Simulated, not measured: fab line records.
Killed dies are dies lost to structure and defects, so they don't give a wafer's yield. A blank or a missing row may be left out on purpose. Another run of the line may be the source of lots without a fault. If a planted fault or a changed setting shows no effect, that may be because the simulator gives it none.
Chamber matching :: flow n5-finfet :: rie-diel-05 running N5_BEOL_M10_ETCH_62: 4 sister chambers
The step etches SOC in N2/H2, target depth 110 nm, overetch 22 nm, time 165 s. 4 wafers are shown with their chamber, then 7 later ones without.

## WAFERS PAIRED WITH THEIR CHAMBERS
wafer: L088.2
chamber: 0
showerhead-plenum-p-Torr (Torr): 2.62

wafer: L088.6
chamber: 2
showerhead-plenum-p-Torr (Torr): 2.42

wafer: L091.1
chamber: 3
showerhead-plenum-p-Torr (Torr): 2.67

wafer: L091.5
chamber: 1
showerhead-plenum-p-Torr (Torr): 2.65

## WAFERS WITH NO CHAMBER GIVEN
wafer: L091.6
showerhead-plenum-p-Torr (Torr): 2.62

wafer: L093.1
showerhead-plenum-p-Torr (Torr): 2.42

wafer: L093.2
showerhead-plenum-p-Torr (Torr): 2.65

wafer: L093.5
showerhead-plenum-p-Torr (Torr): 2.42

wafer: L097.3
showerhead-plenum-p-Torr (Torr): 2.66

wafer: L097.5
showerhead-plenum-p-Torr (Torr): 2.61

wafer: L097.6
showerhead-plenum-p-Torr (Torr): 2.66

## EACH ONE'S CHAMBER
wafer: L091.6
from the rows above: 0
in truth: 0

wafer: L093.1
from the rows above: 2
in truth: 2

wafer: L093.2
from the rows above: 1
in truth: 1

wafer: L093.5
from the rows above: 2
in truth: 2

wafer: L097.3
from the rows above: can't be placed: 3 or 1
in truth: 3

wafer: L097.5
from the rows above: 0
in truth: 0

wafer: L097.6
from the rows above: can't be placed: 3 or 1
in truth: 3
Placed correctly: 5 of 7. From these rows, 2 cannot be placed; in 2 the true chamber is one of the candidates. 0 placed wrongly.
How it was worked out, from the rows above alone: a wafer's distance from a chamber is the root of the sum, over the readings, of the square of ((its reading less the chamber's mean) divided by the reading's scatter). The wafer belongs to the nearest chamber; if the next one is less than 2 further off, it can't be placed. For every chamber, the mean is computed from those of its wafers that are shown. The scatter: root of mean squared gap, hidden wafer to nearest shown wafer, with one shown wafer a chamber.
